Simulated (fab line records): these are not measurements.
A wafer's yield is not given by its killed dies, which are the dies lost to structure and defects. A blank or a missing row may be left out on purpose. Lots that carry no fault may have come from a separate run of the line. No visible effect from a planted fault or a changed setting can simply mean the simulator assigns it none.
Matching of chambers -- flow nand_harc -- NHARC_A_CHANNEL_HOLE_D1_ETCH_16 on rie_diel-07: 4 sister chambers
The step etches the open film in O2/COS, target depth 3100 nm, time 806 s. 4 wafers are shown with their chamber, then 8 later ones without.

WAFERS WITH THEIR CHAMBER
wafer,chamber,showerhead_plenum_p_Torr (Torr)
L575.3,2,3.13
L585.2,3,3.01
L585.4,1,3.29
L586.1,0,2.97

WAFERS WITH NO CHAMBER GIVEN
wafer,showerhead_plenum_p_Torr (Torr)
L586.4,3.13
L586.6,3.13
L587.2,3.29
L587.3,3.00
L587.6,3.00
L588.1,3.12
L588.2,2.97
L588.4,3.29

WHICH CHAMBER EACH WENT THROUGH
wafer,from the rows above,in truth
L586.4,2,2
L586.6,2,2
L587.2,1,1
L587.3,3,3
L587.6,3,3
L588.1,2,2
L588.2,0,0
L588.4,1,1
Correct placement for 8 of the 8. Left unplaced by these rows: 0. 0 placed wrongly.
How it was worked out, from the rows above alone: a wafer's distance from a chamber is the root of the sum, over the readings, of the square of ((its reading less the chamber's mean) divided by the reading's scatter). If the next closest chamber is less than 2 further off than the closest, the wafer can't be placed; otherwise it belongs to the closest. For every chamber, the mean is computed from those of its wafers that are shown. The scatter: with one shown wafer a chamber, the root of the mean of the squares of how far each hidden wafer lies from its nearest shown one.
